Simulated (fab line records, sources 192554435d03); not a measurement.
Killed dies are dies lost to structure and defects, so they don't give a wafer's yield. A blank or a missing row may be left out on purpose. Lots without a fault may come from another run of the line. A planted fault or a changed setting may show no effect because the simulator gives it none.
Which tool did it? | flow n5_finfet | 11 lots, 33 wafers sampled, at 2 steps of a route of 1938

WHAT THE GAUGES READ, wafer by wafer
N5_BEOL_M0_SAQP_INSPECT_16: inspects for defects (brightfield).
lot  | measured     | on                | raw_defect_count
L076 | day 6 02:34  | defect_inspect-01 | 480 358 376
L078 | day 6 13:23  | defect_inspect-01 | 582 585 355
L080 | day 7 03:14  | defect_inspect-01 | 472 573 493
L082 | day 7 14:05  | defect_inspect-01 | 308 478 597
L083 | day 8 00:43  | defect_inspect-01 | 528 962 680
L086 | day 8 12:00  | defect_inspect-01 | 673 450 691
L088 | day 8 21:41  | defect_inspect-02 | 358 411 358
L090 | day 9 10:29  | defect_inspect-01 | 357 308 306
L092 | day 10 03:34 | defect_inspect-02 | 441 485 344
L094 | day 10 11:08 | defect_inspect-01 | 367 352 526
L096 | day 10 22:56 | defect_inspect-02 | 456 423 284

WHICH TOOL RAN EACH LOT (tool, then ch and the chambers of the sampled wafers, then the start)
lot  | N5_BEOL_M0_SAQP_PECVD_00
L076 | pecvd-02 ch 1,2, day 6 00:28
L078 | pecvd-02 ch 0,1, day 6 11:11
L080 | pecvd-01 ch 0,2, day 7 01:28
L082 | pecvd-01 ch 0,1,2, day 7 12:50
L083 | pecvd-01 ch 0,2, day 7 22:54
L086 | pecvd-01 ch 0,2, day 8 09:56
L088 | pecvd-01 ch 0,1,2, day 8 19:01
L090 | pecvd-01 ch 0,1,2, day 9 09:10
L092 | pecvd-04 ch 0,1,2, day 10 01:17
L094 | pecvd-01 ch 0,1,2, day 10 09:26
L096 | pecvd-01 ch 0,2, day 10 20:41
- N5_BEOL_M0_SAQP_PECVD_00: deposits SiCN from 3MS/NH3, target thk 8 nm, time 14 s.

THE ANSWER, worked out from the rows above alone
Rule: what is usual is taken from the lots themselves. Put in order of their means at a reading, lots are off if they are a third of the lots or fewer, leave a main group of 4 or more, and stand apart from it by a gap of 3 or more times the standard deviation of the main group's means; of several such gaps the widest counts. A main group whose means are all the same, to the digits that the tables above print for the reading, isn't used. A lot without any number at a reading at which 4 lots or more have one is off too. The other lots that the step has rows for count as sound.
No lot is off at any reading shown: from this, nothing can be told.

WHAT THE SIMULATOR HAD PUT IN
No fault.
